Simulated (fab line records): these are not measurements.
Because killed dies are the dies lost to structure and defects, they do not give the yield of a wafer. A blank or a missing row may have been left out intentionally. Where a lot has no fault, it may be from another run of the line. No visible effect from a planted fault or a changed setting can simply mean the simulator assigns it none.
What tool caused it? | flow n5 finfet | Sampling: 6 lots, 18 wafers, 2 of 1938 route steps

WHAT THE GAUGES SHOWED, per wafer
N5_PASSIVATION_CD_MEAS_44: the cd target is 40000 nm.
lot  | measured     | on        | cd nm (nm)
L531 | day 13 11:44 | cd sem-01 | 39993 39998 39997
L533 | day 13 15:17 | cd sem-01 | 39997 39996 39997
L536 | day 14 14:55 | cd sem-02 | 40002 39997 39995
L541 | day 16 01:19 | cd sem-02 | 40004 39999 40003
L549 | day 18 00:19 | cd sem-01 | 40005 40000 39997
L551 | day 18 14:22 | cd sem-03 | 40000 40000 40005

EACH LOT AND THE TOOL THAT RAN IT (in order: tool; ch and the chambers of the sampled wafers; start)
lot  | N5_BEOL_M1_ETCHBACK_99
L531 | rie diel-02 ch 1,2,3, day 7 10:08
L533 | rie diel-02 ch 0,1,2, day 7 13:10
L536 | rie diel-02 ch 1,2,3, day 7 23:07
L541 | rie diel-04 ch 0,1,2, day 9 20:14
L549 | rie diel-02 ch 0,1,3, day 11 14:11
L551 | rie diel-02 ch 0,2,3, day 11 23:08
- N5_BEOL_M1_ETCHBACK_99: etches SiO2 in CHF3, target depth 5 nm, time 10.4 s.

THE ANSWER, worked out from the rows above alone
Rule: usual is defined by the lots themselves. The widest of any qualifying gaps counts: lots, ordered by their means at a reading, are off when they make up no more than a third of the lots, leave a main group of 4 or more, and stand apart from it by 3 or more times the standard deviation of that group's means. Not used: any main group whose means are identical at the precision the tables above print for the reading. A lot without any number at a reading at which 4 lots or more have one is off too. The other lots that the step has rows for count as sound.
No lot is off at any reading shown: from this, nothing can be told.

WHAT THE SIMULATOR PUT IN
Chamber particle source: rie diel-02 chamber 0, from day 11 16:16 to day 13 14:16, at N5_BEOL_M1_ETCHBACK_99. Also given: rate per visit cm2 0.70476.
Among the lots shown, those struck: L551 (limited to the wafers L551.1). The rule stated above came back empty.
